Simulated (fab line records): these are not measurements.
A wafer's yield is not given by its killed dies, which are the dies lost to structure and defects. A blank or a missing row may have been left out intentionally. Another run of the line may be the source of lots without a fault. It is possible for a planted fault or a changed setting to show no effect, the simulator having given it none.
The tool behind it: which one? | flow nandHarc | 12 lots, 36 wafers sampled, at 5 steps of a route of 1159

## WHAT THE GAUGES SHOWED, per wafer
NHARC_END_SORT_01. Usual: defectLimitedYield 95.5 %, standard deviation 1.4; killedAtArray 26, standard deviation 9.7; killedAtOther 1.0, standard deviation 1.2; killedAtPeriphery 3.9, standard deviation 2.6; killedDies 31, standard deviation 9.7; killedOpen 3.2, standard deviation 1.8; killedShort 2.0, standard deviation 1.3; sort_bin_2_pct 1.4 %, standard deviation 0.6; sort_bin_3_pct 0.23 %, standard deviation 0.2; sort_bin_4_pct 2.9 %, standard deviation 0.97; sortNPass 646, standard deviation 9.7; sortRimYieldPct 95.7 %, standard deviation 2.6; sortYieldPct 95.5 %, standard deviation 1.4.
lot  | measured     | on        | defectLimitedYield (%) | killedAtArray | killedAtOther | killedAtPeriphery | killedDies | killedOpen | killedShort | sort_bin_2_pct (%) | sort_bin_3_pct (%) | sort_bin_4_pct (%) | sortNPass   | sortRimYieldPct (%) | sortYieldPct (%) | flag
L863 | day 22 00:55 | prober-01 | 95.9 96.6 94.7         | 19 14 29      | 3 1 2         | 6 8 5             | 28 23 36   | 2 4 4      | 2 3 5       | 1.6 0.9 1.2        | 0.44 0 0.30        | 2.1 2.5 3.8        | 649 654 641 | 91.5 91.5 94.3      | 95.9 96.6 94.7   | 
L865 | day 22 12:08 | prober-02 | 95.3 95.0 0            | 31 32 674     | 1 0 1         | 0 2 2             | 32 34 677  | 4 2 4      | 3 5 4       | 1.5 2.2 97.5       | 0.30 0.30 0.30     | 3.0 2.5 2.2        | 645 643 0   | 98.1 92.5 0         | 95.3 95.0 0      | OFF
L867 | day 23 15:46 | prober-01 | 0 0 93.4               | 674 675 38    | 1 1 2         | 2 1 5             | 677 677 45 | 2 4 2      | 0 1 2       | 95.9 95.3 2.4      | 0.30 0.30 0.44     | 3.8 4.4 3.8        | 0 0 632     | 0 0 91.5            | 0 0 93.4         | OFF

## WHICH TOOL RAN EACH LOT (tool, then ch and the chambers of the sampled wafers, then the start)
lot  | NHARC_A_M1_DEP_33               | NHARC_A_BONDPAD_DEP_00                     | NHARC_A_BONDPAD_ETCH_34           | NHARC_A_BONDPAD_ECD_18
L851 | pecvd-04 ch 0,1, day 17 22:34   | pecvd-02 ch 0,1, day 17 23:07              | rieDiel-03 ch 2,3, day 18 00:29   | ecdCu-01 ch 1, day 18 01:42
L854 | pecvd-01 ch 1,2, day 18 00:03   | pecvd-02 ch 0,1,2, day 18 00:46            | rieDiel-11 ch 2,3, day 18 02:18   | ecdCu-01 ch 0,1, day 18 03:40
L852 | pecvd-04 ch 1,2, day 18 00:58   | pecvd-03 ch 0,1, day 18 01:31              | rieDiel-03 ch 0,1,2, day 18 02:57 | ecdCu-02 ch 0,1, day 18 04:14
L853 | pecvd-02 ch 0,1, day 18 04:04   | pecvd-01 ch 0,1,2, day 18 04:37            | rieDiel-03 ch 2,3, day 18 06:06   | ecdCu-02 ch 0,1, day 18 07:22
L856 | pecvd-02 ch 0,1,2, day 19 12:38 | pecvd-02 ch 1,2, day 19 14:44 or earlier   | rieDiel-11 ch 1,2,3, day 19 14:44 | ecdCu-02 ch 0,1, day 19 15:58
L861 | pecvd-04 ch 0,1,2, day 19 17:37 | pecvd-01 ch 0,1,2, day 19 18:16            | rieDiel-03 ch 0,1,2, day 19 19:49 | ecdCu-02 ch 0,1, day 19 21:10
L857 | pecvd-02 ch 0,1,2, day 20 00:28 | pecvd-01 ch 0,1,2, day 20 01:04            | rieDiel-03 ch 1,2,3, day 20 02:28 | ecdCu-01 ch 0,1, day 20 03:50
L859 | pecvd-04 ch 1,2, day 20 02:55   | pecvd-03 ch 0,2, day 20 03:31              | rieDiel-03 ch 0,1,2, day 20 05:01 | ecdCu-02 ch 0,1, day 20 06:13
L858 | pecvd-01 ch 1,2, day 20 08:29   | pecvd-03 ch 0,1,2, day 20 09:02            | rieDiel-13 ch 0,1,3, day 20 10:34 | ecdCu-01 ch 0,1, day 20 11:56
L863 | pecvd-01 ch 0,1,2, day 20 15:41 | pecvd-01 ch 0,1,2, day 20 17:40 or earlier | rieDiel-03 ch 0,1,3, day 20 17:40 | ecdCu-02 ch 0,1, day 20 19:01
L865 | pecvd-04 ch 0,2, day 21 01:53   | pecvd-01 ch 0,1,2, day 21 02:26            | rieDiel-03 ch 0,2,3, day 21 03:50 | ecdCu-02 ch 0,1, day 21 05:10
L867 | pecvd-02 ch 0,1,2, day 22 02:49 | pecvd-01 ch 0,1,2, day 22 03:28            | rieDiel-11 ch 0,1,3, day 22 04:56 | ecdCu-02 ch 0,1, day 22 06:17
- NHARC_A_M1_DEP_33: deposits SiCN, target thk 30 nm.
- NHARC_A_BONDPAD_DEP_00: deposits SiCN, target thk 250 nm.
- NHARC_A_BONDPAD_ETCH_34: etches the open film in N2/H2, target depth 60 nm, overetch 18 nm, time 65.91 s.
- NHARC_A_BONDPAD_ECD_18: material Cu, target thk 400 nm.

## WHAT THE TOOLS THEMSELVES READ (means of the sampled wafers that have a number; where no wafer has one, the mark that the record gives instead)
NHARC_A_M1_DEP_33. Usual: heaterPowerOuterW 309 W, standard deviation 49; heaterPowerW 559 W, standard deviation 63.
lot  | tool     | heaterPowerOuterW (W) | heaterPowerW (W) | flag
L851 | pecvd-04 | 279                   | 529              | 
L854 | pecvd-01 | 312                   | 553              | 
L852 | pecvd-04 | 321                   | 586              | 
L853 | pecvd-02 | 300                   | 527              | 
L856 | pecvd-02 | 334                   | 584              | 
L861 | pecvd-04 | 285                   | 537              | 
L857 | pecvd-02 | 328                   | 572              | 
L859 | pecvd-04 | 295                   | 553              | 
L858 | pecvd-01 | 333                   | 584              | 
L863 | pecvd-01 | 304                   | 546              | 
L865 | pecvd-04 | 267                   | 515              | 
L867 | pecvd-02 | 332                   | 573              | 

NHARC_A_BONDPAD_DEP_00. Usual: heaterPowerOuterW 327 W, standard deviation 38; heaterPowerW 600 W, standard deviation 60.
lot  | tool     | heaterPowerOuterW (W) | heaterPowerW (W) | flag
L851 | pecvd-02 | 329                   | 556              | 
L854 | pecvd-02 | 341                   | 576              | 
L852 | pecvd-03 | 324                   | 649              | 
L853 | pecvd-01 | 309                   | 549              | 
L856 | pecvd-02 | 370                   | 615              | 
L861 | pecvd-01 | 329                   | 573              | 
L857 | pecvd-01 | 338                   | 588              | 
L859 | pecvd-03 | 336                   | 616              | 
L858 | pecvd-03 | 308                   | 619              | 
L863 | pecvd-01 | 318                   | 564              | 
L865 | pecvd-01 | 333                   | 586              | 
L867 | pecvd-01 | 317                   | 568              | 

NHARC_A_BONDPAD_ETCH_34. Usual: drypumpMotorCurrentA 5.7 A, standard deviation 0.48; oesProductAu 0.998 a.u., standard deviation 0.015; rfVppV 431.5 V, standard deviation 2.5; showerheadPlenumPTorr 2.08 Torr, standard deviation 0.088; throttleValvePct 14.170 %, standard deviation 0.0091.
lot  | tool       | drypumpMotorCurrentA (A) | oesProductAu (a.u.) | rfVppV (V) | showerheadPlenumPTorr (Torr) | throttleValvePct (%) | flag
L851 | rieDiel-03 | 5.7                      | 0.991               | 432.7      | 2.12                         | 14.161               | 
L854 | rieDiel-11 | 5.8                      | 1.004               | 429.3      | 1.98                         | 14.178               | 
L852 | rieDiel-03 | 5.6                      | 0.991               | 430.9      | 2.06                         | 14.171               | 
L853 | rieDiel-03 | 5.7                      | 0.986               | 432.5      | 2.12                         | 14.165               | 
L856 | rieDiel-11 | 5.9                      | 0.992               | 428.9      | 2.00                         | 14.173               | 
L861 | rieDiel-03 | 5.6                      | 0.996               | 430.6      | 2.06                         | 14.165               | 
L857 | rieDiel-03 | 5.5                      | 0.995               | 433.2      | 2.13                         | 14.168               | 
L859 | rieDiel-03 | 5.5                      | 0.995               | 430.9      | 2.06                         | 14.168               | 
L858 | rieDiel-13 | 5.7                      | 1.022               | 433.3      | 2.13                         | 14.175               | 
L863 | rieDiel-03 | 5.6                      | 1.003               | 431.6      | 2.08                         | 14.165               | 
L865 | rieDiel-03 | 5.8                      | 1.003               | 430.5      | 2.07                         | 14.164               | 
L867 | rieDiel-11 | 6.3                      | 1.000               | 431.1      | 2.06                         | 14.171               | 

NHARC_A_BONDPAD_ECD_18. Usual: bathTempC reads 25.01 C (standard deviation 0.11).
lot  | tool     | bathTempC (C) | flag
L851 | ecdCu-01 | 24.95         | 
L854 | ecdCu-01 | 25.06         | 
L852 | ecdCu-02 | 25.04         | 
L853 | ecdCu-02 | 24.96         | 
L856 | ecdCu-02 | 24.93         | 
L861 | ecdCu-02 | 25.06         | 
L857 | ecdCu-01 | 25.01         | 
L859 | ecdCu-02 | 24.99         | 
L858 | ecdCu-01 | 25.00         | 
L863 | ecdCu-02 | 25.11         | 
L865 | ecdCu-02 | 24.95         | 
L867 | ecdCu-02 | 25.04         | 

## THE ANSWER, worked out from the rows above alone
Rule: take the mean of a lot's wafers that have a number; if it is more than 3 standard deviations from the usual mean, the lot is off. Also off: a lot with no number at a reading for which 4 or more lots have one. Where the step has rows for the other lots, those lots are counted as sound. Order of review: gauges by route order, followed by the tools' own readings, for which a lot's mean as printed above is used. The first step at which some lot is off is used, and at that step the reading that is off furthest; a lot without a number counts as furthest.
Off: L865, L867 (NHARC_END_SORT_01, sort_bin_2_pct). Neither off nor sound, because the step has no rows for them: L851, L854, L852, L853, L856, L861, L857, L859, L858.
If a tool, at a process step before that reading, ran all the lots that are off and no sound lot after the first of them, it fits. The gauges at NHARC_END_SORT_01 are tried like those tools. Because NHARC_A_BONDPAD_DEP_00 lacks a start for some lots, the hours and order of its lots are taken from NHARC_A_BONDPAD_ETCH_34. Undecided on this evidence; 2 tools fit (pecvd-01 at NHARC_A_BONDPAD_DEP_00, ecdCu-02 at NHARC_A_BONDPAD_ECD_18).

## WHAT WAS PUT IN BY THE SIMULATOR
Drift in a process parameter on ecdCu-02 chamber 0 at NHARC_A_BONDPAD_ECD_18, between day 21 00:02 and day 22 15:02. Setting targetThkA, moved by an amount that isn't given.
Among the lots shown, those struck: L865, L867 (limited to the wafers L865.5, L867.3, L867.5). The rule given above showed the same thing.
